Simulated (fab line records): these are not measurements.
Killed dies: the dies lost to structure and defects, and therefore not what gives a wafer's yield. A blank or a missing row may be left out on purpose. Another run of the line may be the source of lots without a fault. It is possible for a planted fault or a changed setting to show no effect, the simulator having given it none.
fab line records	flow n5-finfet
[record] lots = 7	wafers = 39
route steps=1938 shown FIN_CUT@173 SD_EPI_P@312 MOL_CONTACT_COAG@542 BEOL_M1@800 BEOL_M4@1021
start-h: start of the lot's first displayed wafer, in hours after the record's first day	wait-h: hours elapsed since this lot's preceding step	" same as the row above	L1.1+2: a row that stands for several wafers	- either no value or no given start	* or withheld: withheld	< > ~ a bound
route shown NAME@n: names a module that has steps shown in the file, with the first one's number in the route	usual: the fault-free wafers' mean and standard deviation	same: alike in all rows	chamber/n: place in a boat	sites: per-site readings	_std_site: the standard deviation of these	_edge_site: inner sites' mean taken away from outer sites' mean	radius-mm: for every site, how far away it sits from the centre of the wafer	mask NAME#n: copy n	behind: the most recent tool/chamber to have shaped the wafer	hold: reason for holding the lot/hours on hold/outcome of the hold	device: whichever transistor did not switch (one of n, p or np)	end of line: the same wafers' tests at the end of the route	a step given without rows: its recipe and nothing more	killed: the dies lost at the first sort to structure and to defects; this is not the yield of the wafer	map: the dies of a wafer, with x for killed, . for not killed, _ for no die there
set.NAME: the setting the step ran with; set.NAME@STEP: the setting that earlier step ran with	model.NAME: the simulator's own value behind a step, which no gauge read
lots where settings were altered on purpose, with a table for each step and a row for each wafer
[[steps]]
[step N5_FIN_CUT_CUT_ETCH_26]
[recipe] chemistry = CH3F/O2	target = SiNx	target-depth-a = 390	mask-material = SOC	time-s = 55.7	pressure-mtorr = 30	source-w = 395	bias-w = 73	Ar_flow_sccm = 150	CH3F_flow_sccm = 30	O2_flow_sccm = 20	ion-energy-ev = 120
lot.wafer	tool	chamber	start-h	wait-h	set.target-depth-a	model.etch.depth-nm	model.SOC_of_FIN_CUT_COAT_18.thk-nm
L075.1	rie-diel-04	1	33.10	0.0	390	40.99	210.2
L075.2	"	0	"	"	215.4	21.05	220.6
L075.3	"	2	"	"	215.4	20.62	220.4
L075.4	"	3	"	"	390	40.5	211.4
L075.5	"	3	"	"	390	40.17	210.8
L075.6	"	2	"	"	215.4	20.48	220.4
L077.1	rie-diel-02	1	46.47	0.0	390	39.67	211.2
L077.2	"	0	"	"	390	38.72	211.8
L077.3	"	2	"	"	390	38.08	212.2
L077.4	"	3	"	"	390	37.84	212.2
L077.5	"	2	"	"	390	38.19	212.8
L077.6	"	3	"	"	390	37.69	212.8
L082.1	rie-diel-02	2	76.22	0.0	239.1	23.47	219.2
L082.2	"	1	"	"	390	38.83	211.2
L082.3	"	0	"	"	390	37.82	212.6
L082.4	"	0	"	"	239.1	23.26	218.6
L082.5	"	2	"	"	390	38.25	211.8
L082.6	"	1	"	"	239.1	23.65	218.6
L084.1	rie-diel-02	0	87.73	0.0	390	37.87	212.4
L084.2	"	3	"	"	390	38.08	212
L084.3	"	1	"	"	390	38.85	211
L084.4	"	2	"	"	557.9	55.08	203.4
L084.5	"	1	"	"	557.9	55.84	203.2
L084.6	"	2	"	"	557.9	54.92	203.2
L086.1	rie-diel-02	0	107.38	0.0	390	37.83	211.8
L086.2	"	1	"	"	214.6	21.59	219.8
L086.3	"	3	"	"	390	37.73	212.2
L086.4	"	3	"	"	214.6	20.82	220
L086.5	"	1	"	"	214.6	21.32	219.8
L086.6	"	0	"	"	390	37.56	212.2
L087.3	rie-diel-04	1	111.79	0.0	390	39.71	210.2
L087.4	"	2	"	"	390	37.69	211.4
L087.5	"	2	"	"	390	37.54	211.8
L090.1	rie-diel-01	2	125.47	0.0	562.8	58.84	203.2
L090.2	"	3	"	"	562.8	54.78	204
L090.3	"	0	"	"	390	41.06	210.8
L090.4	"	1	"	"	390	38.01	212.2
L090.5	"	0	"	"	390	41.02	211.2
L090.6	"	1	"	"	562.8	54.84	203.8
[step N5_FIN_CUT_CUT_ETCH_27]
[recipe] chemistry = CHF3/O2	target = SiO2	target-depth-a = 40	mask-material = SOC	overetch-a = 20	time-s = 4.9	pressure-mtorr = 30	source-w = 650	bias-w = 170	Ar_flow_sccm = 200	CHF3_flow_sccm = 50	O2_flow_sccm = 5	ion-energy-ev = 200
[step N5_FIN_CUT_PRECLEAN_35]
[recipe] time-s = 13.3	temp-c = 45	pressure-torr = 125	p-hf-torr = 3	p-coreactant-torr = 25	chemistry = vHF
[step N5_FIN_CUT_CUT_ETCH_15]
[recipe] chemistry = HBr/Cl2/O2	target = Si	target-depth-a = 1000	bt-time-s = 10	mask-material = SOC	time-s = 42.4	ion-energy-ev = *	bias-w = *	pressure-mtorr = 10	icp-w = 800	HBr_flow_sccm = 150	Cl2_flow_sccm = 80	O2_flow_sccm = 12
lot.wafer	tool	chamber	start-h	wait-h	set.target-depth-a@FIN_CUT_CUT_ETCH_26	model.SOC_of_FIN_CUT_COAT_18.thk-nm
L075.1	rie-si-04	1	33.29	0.1	390	169.4
L075.2	"	3	"	"	215.4	181
L075.3+6	"	0	"	"	215.4	179.8
L075.4	"	2	"	"	390	170
L075.5	"	1	"	"	390	170.2
L077.1	rie-si-06	1	46.67	0.1	390	169.2
L077.2	"	3	"	"	390	170.8
L077.3+4	"	0,3	"	"	390	171.2
L077.5	"	1	"	"	390	171
L077.6	"	0	"	"	390	171.6
L082.1+4	rie-si-04	2,1	76.42	0.1	239.1	178
L082.2	"	0	"	"	390	171
L082.3	"	3	"	"	390	172.8
L082.5	"	3	"	"	390	172
L082.6	"	0	"	"	239.1	178.2
L084.1	rie-si-04	0	87.92	0.1	390	171.4
L084.2	"	2	"	"	390	170
L084.3	"	1	"	"	390	170.4
L084.4	"	3	"	"	557.9	163.6
L084.5	"	3	"	"	557.9	163.2
L084.6	"	0	"	"	557.9	162
L086.1	rie-si-04	0	107.57	0.1	390	170.8
L086.2	"	3	"	"	214.6	180
L086.3	"	1	"	"	390	172
L086.4	"	2	"	"	214.6	178.6
L086.5	"	1	"	"	214.6	179.6
L086.6	"	0	"	"	390	171.2
L087.3	rie-si-02	2	111.98	0.0	390	170.4
L087.4	"	3	"	"	390	171.6
L087.5	"	0	"	"	390	171.8
L090.1	rie-si-02	2	125.66	0.1	562.8	162.4
L090.2	"	1	"	"	562.8	164.2
L090.3	"	0	"	"	390	170.2
L090.4	"	2	"	"	390	171.8
L090.5	"	0	"	"	390	170.6
L090.6	"	1	"	"	562.8	163.6
[step N5_SD_EPI_P_ETCH_16]
[recipe] chemistry = CHF3/O2	target = SiO2	target-depth-a = 50	mask-material = SOC	pressure-mtorr = 30	source-w = 650	bias-w = 170	Ar_flow_sccm = 200	CHF3_flow_sccm = 50	O2_flow_sccm = 5	ion-energy-ev = 200
lot.wafer	tool	chamber	start-h	wait-h	set.target-depth-a	model.etch.depth-nm
L075.1	rie-diel-04	0	61.20	0.1	50	4.926
L075.2	"	3	"	"	20.79	2.154
L075.3	"	2	"	"	20.79	2.006
L075.4	"	2	"	"	20.79	2.022
L075.5	"	3	"	"	50	5.218
L075.6	"	0	"	"	50	4.914
L077.1	rie-diel-01	1	73.80	0.1	32.21	3.075
L077.2	"	0	"	"	50	5.09
L077.3	"	2	"	"	50	5.05
L077.4	"	3	"	"	32.21	3.104
L077.5	"	2	"	"	50	5.015
L077.6	"	1	"	"	32.21	3.103
L082.1	rie-diel-04	0	107.87	0.1	50	4.88
L082.2	"	1	"	"	50	5.057
L082.3	"	3	"	"	29.1	2.996
L082.4	"	2	"	"	29.1	2.783
L082.5	"	2	"	"	29.1	2.795
L082.6	"	3	"	"	50	5.143
L084.1	rie-diel-04	0	119.12	0.1	23.51	2.287
L084.2	"	2	"	"	50	4.738
L084.3	"	3	"	"	50	5.077
L084.4	"	1	"	"	50	5.014
L084.5	"	2	"	"	23.51	2.243
L084.6	"	3	"	"	23.51	2.413
L086.1	rie-diel-01	1	135.50	0.1	50	4.876
L086.2	"	3	"	"	50	4.942
L086.3	"	2	"	"	50	5.239
L086.4	"	0	"	"	50	5.345
L086.5	"	3	"	"	50	4.909
L086.6	"	0	"	"	50	5.297
L087.3	rie-diel-02	2	139.16	0.1	50	5.181
L087.4	"	0	"	"	50	4.91
L087.5	"	1	"	"	50	5.012
L090.1	rie-diel-04	1	154.26	0.1	29.35	2.927
L090.2	"	2	"	"	29.35	2.813
L090.3	"	0	"	"	29.35	2.833
L090.4	"	3	"	"	50	5.059
L090.5	"	2	"	"	50	4.815
L090.6	"	3	"	"	50	5.1
[step N5_MOL_CONTACT_COAG_PRECLEAN_111]
[recipe] chemistry = NF3:NH3	afs-cycles = 1	temp-c = 30	time-s = 20	sublimation-temp-c = 180	sublimation-time-s = 60	pressure-torr = 3	rf-power-w = 30
lot.wafer	tool	chamber	start-h	wait-h	set.time-s	model.SiNx_of_SPACER0_ALD_07.thk-nm
L075.1+2	remote-plasma-01	1	96.30	1.7	20	1.2
L075.3+5+6	"	1	"	"	28.44	0.8
L075.4	"	1	"	"	20	1
L077.1+2+4	remote-plasma-01	0	111.29	0.2	28.68	0.8
L077.3+6	"	0	"	"	20	1.2
L077.5	"	0	"	"	20	1
L082.1+2+3+4+5+6	remote-plasma-01	0	143.90	1.0	20	1.2
L084.1+3+5	remote-plasma-01	1	153.51	0.3	29.69	0.8
L084.2+4	"	1	"	"	20	1.2
L084.6	"	1	"	"	20	1
L086.1+3+5	remote-plasma-01	0	167.76	0.2	27.38	0.8
L086.2+4	"	0	"	"	20	1.2
L086.6	"	0	"	"	20	1
L087.3+4+5	remote-plasma-02	0	173.19	0.3	20	1.2
L090.1+2+3+5+6	remote-plasma-01	1	188.69	0.9	20	1.2
L090.4	"	1	"	"	20	1
[step N5_MOL_CONTACT_COAG_TI_SIL_19]
[recipe] material = Ti	target-thk-a = 42	temp-c = 200	chamber-pressure-pa = 5	power-w = 5000	time-s = 15
[step N5_MOL_CONTACT_COAG_ALD_20]
[recipe] material = TiN	target-thk-a = 15	temp-c = 400	ald-precursor-family = TiCl4	ald-co-reactant = NH3	pulse-time-s = 1	purge-time-s = 3	co-reactant-purge-time-s = 2	co-reactant-pulse-time-s = 2	ald-cycles = 68	pressure-torr = 3
[step N5_MOL_CONTACT_COAG_VIA_ETCH_46]
[recipe] chemistry = C4F6/O2	target-depth-a = 460	overetch-a = 92	mask-material = SOC	target = SiO2	bias-w = 455	pressure-mtorr = 10	time-s = 40	source-w = 325	Ar_flow_sccm = 300	C4F6_flow_sccm = 10	O2_flow_sccm = 10	ion-energy-ev = 575.3	ends = end-point
[step N5_MOL_CONTACT_COAG_STRIP_96]
[recipe] chemistry = N2/H2	power-w = 500	temp-c = 40	pressure-mtorr = 50	rf-frequency-hz = 6e+07	overash-fraction = 0.3	bias-power-w = 28	h2-frac = 0.5	n2-flow-sccm = 300	h2-flow-sccm = 300
[step N5_MOL_CONTACT_COAG_ETCH_47]
[recipe] chemistry = CH3F/O2	target = SiNx	target-depth-a = 270	mask-material = SiO2	stop-on = W	over-etch-frac = 0.2	ion-energy-ev = 120	endpoint = OES-CN	pressure-mtorr = 30	source-w = 395	bias-w = 73	Ar_flow_sccm = 150	CH3F_flow_sccm = 30	O2_flow_sccm = 20	ends = end-point
lot.wafer	tool	chamber	start-h	wait-h	set.time-s@MOL_CONTACT_COAG_PRECLEAN_111	model.etch.depth-nm
L075.1	rie-diel-05	3	107.73	0.0	20	17.77
L075.2	"	1	"	"	20	17.93
L075.3	"	2	"	"	28.44	17.54
L075.4	"	0	"	"	20	17.76
L075.5	"	1	"	"	28.44	17.51
L075.6	"	0	"	"	28.44	17.57
L077.1	rie-diel-05	0	121.37	0.0	28.68	17.73
L077.2	"	2	"	"	28.68	17.65
L077.3	"	1	"	"	20	18.03
L077.4	"	3	"	"	28.68	17.77
L077.5	"	1	"	"	20	18.04
L077.6	"	2	"	"	20	17.92
L082.1	rie-diel-05	0	153.69	0.0	20	17.86
L082.2+3	"	3,2	"	"	20	17.99
L082.4	"	1	"	"	20	17.88
L082.5	"	2	"	"	20	17.98
L082.6	"	3	"	"	20	17.95
L084.1	rie-diel-05	3	164.05	0.0	29.69	17.56
L084.2	"	0	"	"	20	18.11
L084.3	"	2	"	"	29.69	17.7
L084.4	"	1	"	"	20	17.86
L084.5	"	3	"	"	29.69	17.64
L084.6	"	2	"	"	20	17.94
L086.1	rie-diel-03	3	178.14	0.0	27.38	17.6
L086.2	"	2	"	"	20	17.78
L086.3	"	1	"	"	27.38	17.74
L086.4	"	0	"	"	20	17.97
L086.5	"	1	"	"	27.38	17.66
L086.6	"	0	"	"	20	17.72
L087.3+4	rie-diel-06	0,3	181.70	0.0	20	18.04
L087.5	"	0	"	"	20	18.01
L090.1	rie-diel-06	3	199.60	0.0	20	18.02
L090.2	"	0	"	"	20	18.03
L090.3	"	1	"	"	20	17.98
L090.4	"	2	"	"	20	17.97
L090.5	"	0	"	"	20	18.04
L090.6	"	1	"	"	20	17.93
[step N5_BEOL_M1_TRENCH_ETCH_37]
[recipe] chemistry = C4F6/O2	target-depth-a = 552.07	target = SiOC	time-s = 29	ion-energy-ev = 250	pressure-mtorr = 30	source-w = 355	bias-w = 185	Ar_flow_sccm = 300	C4F6_flow_sccm = 10	O2_flow_sccm = 10
lot.wafer	tool	chamber	start-h	wait-h	set.target-depth-a	model.BEOL_M1.feature-depth-nm	model.etch.depth-nm
L075.1	rie-diel-01	1	-	-	308.2	29.8	29.84
L075.2	"	3	"	"	552.07	53.8	53.87
L075.3	"	2	"	"	552.07	57.2	57.1
L075.4+5	"	0	"	"	308.2	32.2	32.28
L075.6	"	3	"	"	552.07	53.4	53.34
L077.1	rie-diel-01	2	-	-	552.07	57	57.02
L077.2	"	0	"	"	552.07	57.6	57.6
L077.3	"	1	"	"	830.5	80.4	80.43
L077.4	"	3	"	"	830.5	80.6	80.55
L077.5	"	0	"	"	830.5	86.4	86.33
L077.6	"	1	"	"	552.07	53.2	53.29
L082.1	rie-diel-01	0	-	-	552.07	56.6	56.65
L082.2	"	1	"	"	552.07	53.6	53.52
L082.3	"	3	"	"	552.07	52.6	52.5
L082.4	"	2	"	"	552.07	56	56.03
L082.5	"	1	"	"	552.07	53.6	53.57
L082.6	"	0	"	"	552.07	56.4	56.39
L084.1	rie-diel-04	0	-	-	552.07	53	53.1
L084.2	"	3	"	"	552.07	56.2	56.13
L084.3	"	2	"	"	552.07	53.6	53.59
L084.4	"	1	"	"	552.07	55	55.06
L084.5	"	3	"	"	552.07	56.4	56.33
L084.6	"	2	"	"	552.07	53.4	53.38
L086.1	rie-diel-01	2	-	-	552.07	56	55.91
L086.2	"	3	"	"	552.07	52.8	52.87
L086.3	"	0	"	"	646.1	67.6	67.52
L086.4	"	1	"	"	646.1	62.6	62.53
L086.5	"	1	"	"	552.07	53.6	53.59
L086.6	"	0	"	"	646.1	67.6	67.59
L087.3	rie-diel-01	2	-	-	552.07	55.6	55.62
L087.4	"	3	"	"	552.07	52	51.93
L087.5	"	2	"	"	552.07	55.4	55.34
L090.1	rie-diel-01	1	-	-	552.07	54	54.04
L090.2	"	0	"	"	744.5	77.8	77.85
L090.3	"	3	"	"	744.5	71	70.93
L090.4	"	3	"	"	744.5	70.8	70.88
L090.5	"	1	"	"	552.07	54	53.92
L090.6	"	0	"	"	552.07	57.8	57.81
[step N5_BEOL_M1_ETCH_41]
[recipe] chemistry = CH3F/O2	target = SiCN	target-depth-a = 319	taper-deg = 2	time-s = 57.8	ion-energy-ev = 120	mask-material = TiN	pressure-mtorr = 30	source-w = 395	bias-w = 75	Ar_flow_sccm = 150	CH3F_flow_sccm = 30	O2_flow_sccm = 20
[step N5_BEOL_M1_STRIP_97]
[recipe] chemistry = N2/H2	time-s = 10	power-w = 450	temp-c = 40	pressure-mtorr = 20	rf-frequency-hz = 6e+07	bias-power-w = 7	n2-flow-sccm = 200	h2-flow-sccm = 200
[step N5_BEOL_M1_OCD_MEAS_38]
[usual] trench-depth-nm = 54.9/1.7
lot.wafer	tool	chamber	start-h	wait-h	set.target-depth-a@BEOL_M1_TRENCH_ETCH_37	trench-depth-nm
L075.1	ocd-02	-	133.49	-	308.2	30.3
L075.2	"	-	"	"	552.07	53.7
L075.3	"	-	"	"	552.07	57.2
L075.4	"	-	"	"	308.2	32.0
L075.5	"	-	"	"	308.2	32.3
L075.6	"	-	"	"	552.07	53.5
L077.1	ocd-01	-	147.84	-	552.07	57.1
L077.2	"	-	"	"	552.07	57.5
L077.3	"	-	"	"	830.5	80.5
L077.4	"	-	"	"	830.5	81.0
L077.5	"	-	"	"	830.5	86.3
L077.6	"	-	"	"	552.07	53.4
L082.1	ocd-01	-	176.62	-	552.07	56.3
L082.2	"	-	"	"	552.07	53.7
L082.3	"	-	"	"	552.07	52.4
L082.4	"	-	"	"	552.07	56.6
L082.5	"	-	"	"	552.07	53.0
L082.6	"	-	"	"	552.07	56.4
L084.1	ocd-02	-	194.10	-	552.07	53.6
L084.2	"	-	"	"	552.07	55.6
L084.3	"	-	"	"	552.07	53.6
L084.4	"	-	"	"	552.07	55.1
L084.5	"	-	"	"	552.07	56.1
L084.6	"	-	"	"	552.07	53.4
L086.1	ocd-01	-	209.98	-	552.07	56.4
L086.2	"	-	"	"	552.07	53.0
L086.3	"	-	"	"	646.1	68.0
L086.4	"	-	"	"	646.1	62.8
L086.5	"	-	"	"	552.07	53.6
L086.6	"	-	"	"	646.1	67.6
L087.3	ocd-02	-	214.39	-	552.07	55.5
L087.4	"	-	"	"	552.07	52.6
L087.5	"	-	"	"	552.07	55.3
L090.1	ocd-01	-	223.32	-	552.07	54.2
L090.2	"	-	"	"	744.5	77.7
L090.3	"	-	"	"	744.5	70.5
L090.4	"	-	"	"	744.5	70.7
L090.5	"	-	"	"	552.07	54.6
L090.6	"	-	"	"	552.07	57.9
[step N5_BEOL_M4_ILD_DEP_00]
[recipe] material = SiOC	target-thk-a = 790	temp-c = 350	precursor = DEMS/O2	pressure-torr = 5	rf-w = 500	time-s = 15.3
lot.wafer	tool	chamber	start-h	wait-h	set.target-thk-a	model.SiOC_of_BEOL_M4_ILD_DEP_00.thk-nm
L075.1	pecvd-04	1	164.46	0.0	790	76.2
L075.2+3	"	0,2	"	"	790	77.8
L075.4	"	2	"	"	790	78.8
L075.5	"	1	"	"	790	76.8
L075.6	"	0	"	"	790	79.2
L077.1	pecvd-04	1	168.63	0.0	790	76.4
L077.2	"	2	"	"	1039	103.4
L077.3	"	0	"	"	790	79.2
L077.4	"	1	"	"	1039	102.8
L077.5	"	2	"	"	1039	106.4
L077.6	"	0	"	"	790	79.4
L082.1	pecvd-01	2	202.74	0.0	790	77.8
L082.2	"	0	"	"	790	78.4
L082.3	"	1	"	"	442.6	43.8
L082.4	"	1	"	"	790	80.6
L082.5	"	0	"	"	442.6	44.4
L082.6	"	2	"	"	442.6	46.2
L084.1	pecvd-03	2	221.60	0.0	790	76.8
L084.2	"	1	"	"	790	79
L084.3+4	"	0,2	"	"	790	78.8
L084.5	"	0	"	"	790	79.6
L084.6	"	1	"	"	790	80
L086.1	pecvd-01	2	233.22	0.0	603.8	58.2
L086.2	"	0	"	"	790	76.4
L086.3	"	1	"	"	603.8	59.8
L086.4	"	0	"	"	603.8	59.2
L086.5	"	1	"	"	790	79.4
L086.6	"	2	"	"	790	78
L087.3	pecvd-04	0	238.13	0.0	790	79
L087.4	"	2	"	"	790	79.8
L087.5	"	1	"	"	790	78.4
L090.1	pecvd-04	2	258.07	0.0	790	79
L090.2	"	0	"	"	790	79.2
L090.3+5	"	0	"	"	790	80
L090.4	"	2	"	"	790	79.8
L090.6	"	2	"	"	790	80.4
[step N5_BEOL_M4_THK_MEAS_01]
[recipe] reads = SiOC_of_BEOL_M4_ILD_DEP_00
[usual] M4_ILD_THK = 78.8/1.2
lot.wafer	tool	chamber	start-h	wait-h	set.target-thk-a@BEOL_M4_ILD_DEP_00	M4_ILD_THK[nm]
L075.1	film-metro-01	-	164.53	0.1	790	76.3
L075.2	"	-	"	"	790	77.8
L075.3	"	-	"	"	790	77.8
L075.4	"	-	"	"	790	78.9
L075.5	"	-	"	"	790	76.8
L075.6	"	-	"	"	790	79.1
L077.1	film-metro-02	-	168.70	0.0	790	76.5
L077.2	"	-	"	"	1039	103.4
L077.3	"	-	"	"	790	79.0
L077.4	"	-	"	"	1039	102.8
L077.5	"	-	"	"	1039	106.3
L077.6	"	-	"	"	790	79.4
L082.1	film-metro-01	-	202.80	0.0	790	77.8
L082.2	"	-	"	"	790	78.3
L082.3	"	-	"	"	442.6	43.8
L082.4	"	-	"	"	790	80.7
L082.5	"	-	"	"	442.6	44.4
L082.6	"	-	"	"	442.6	46.1
L084.1	film-metro-01	-	221.67	0.0	790	76.9
L084.2	"	-	"	"	790	79.0
L084.3	"	-	"	"	790	78.9
L084.4	"	-	"	"	790	78.8
L084.5	"	-	"	"	790	79.5
L084.6	"	-	"	"	790	79.9
L086.1	film-metro-01	-	233.29	0.0	603.8	58.1
L086.2	"	-	"	"	790	76.5
L086.3	"	-	"	"	603.8	59.7
L086.4	"	-	"	"	603.8	59.2
L086.5	"	-	"	"	790	79.5
L086.6	"	-	"	"	790	77.8
L087.3	film-metro-01	-	238.20	0.1	790	79.0
L087.4	"	-	"	"	790	79.8
L087.5	"	-	"	"	790	78.3
L090.1	film-metro-02	-	258.15	0.1	790	78.9
L090.2	"	-	"	"	790	79.3
L090.3	"	-	"	"	790	80.0
L090.4	"	-	"	"	790	79.8
L090.5	"	-	"	"	790	79.9
L090.6	"	-	"	"	790	80.4
[[key]]
[split] step = N5_FIN_CUT_CUT_ETCH_26	setting = target-depth-a	stated = 390	by = wafer
[response] step = N5_FIN_CUT_CUT_ETCH_26	reading = model.etch.depth-nm	change = +0.391	per = 1%	r = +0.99
[response] step = N5_FIN_CUT_CUT_ETCH_26	reading = model.SOC_of_FIN_CUT_COAT_18.thk-nm	change = -0.189	per = 1%	r = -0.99
[response] step = N5_FIN_CUT_CUT_ETCH_15	reading = model.SOC_of_FIN_CUT_COAT_18.thk-nm	change = -0.185	per = 1%	r = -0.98
[split] step = N5_SD_EPI_P_ETCH_16	setting = target-depth-a	stated = 50	by = wafer
[response] step = N5_SD_EPI_P_ETCH_16	reading = model.etch.depth-nm	change = +0.0512	per = 1%	r = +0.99
[split] step = N5_MOL_CONTACT_COAG_PRECLEAN_111	setting = time-s	stated = 20	by = wafer
[response] step = N5_MOL_CONTACT_COAG_PRECLEAN_111	reading = model.SiNx_of_SPACER0_ALD_07.thk-nm	change = -0.00773	per = 1%	r = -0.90
[response] step = N5_MOL_CONTACT_COAG_ETCH_47	reading = model.etch.depth-nm	change = -0.00623	per = 1%	r = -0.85
[split] step = N5_BEOL_M1_TRENCH_ETCH_37	setting = target-depth-a	stated = 552.07	by = wafer
[response] step = N5_BEOL_M1_TRENCH_ETCH_37	reading = model.BEOL_M1.feature-depth-nm	change = +0.533	per = 1%	r = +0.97
[response] step = N5_BEOL_M1_TRENCH_ETCH_37	reading = model.etch.depth-nm	change = +0.532	per = 1%	r = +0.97
[response] step = N5_BEOL_M1_OCD_MEAS_38	reading = trench-depth-nm	change = +0.529	per = 1%	r = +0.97
[split] step = N5_BEOL_M4_ILD_DEP_00	setting = target-thk-a	stated = 790	by = wafer
[response] step = N5_BEOL_M4_ILD_DEP_00	reading = model.SiOC_of_BEOL_M4_ILD_DEP_00.thk-nm	change = +0.793	per = 1%	r = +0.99
[response] step = N5_BEOL_M4_THK_MEAS_01	reading = M4_ILD_THK	change = +0.793	per = 1%	r = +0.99
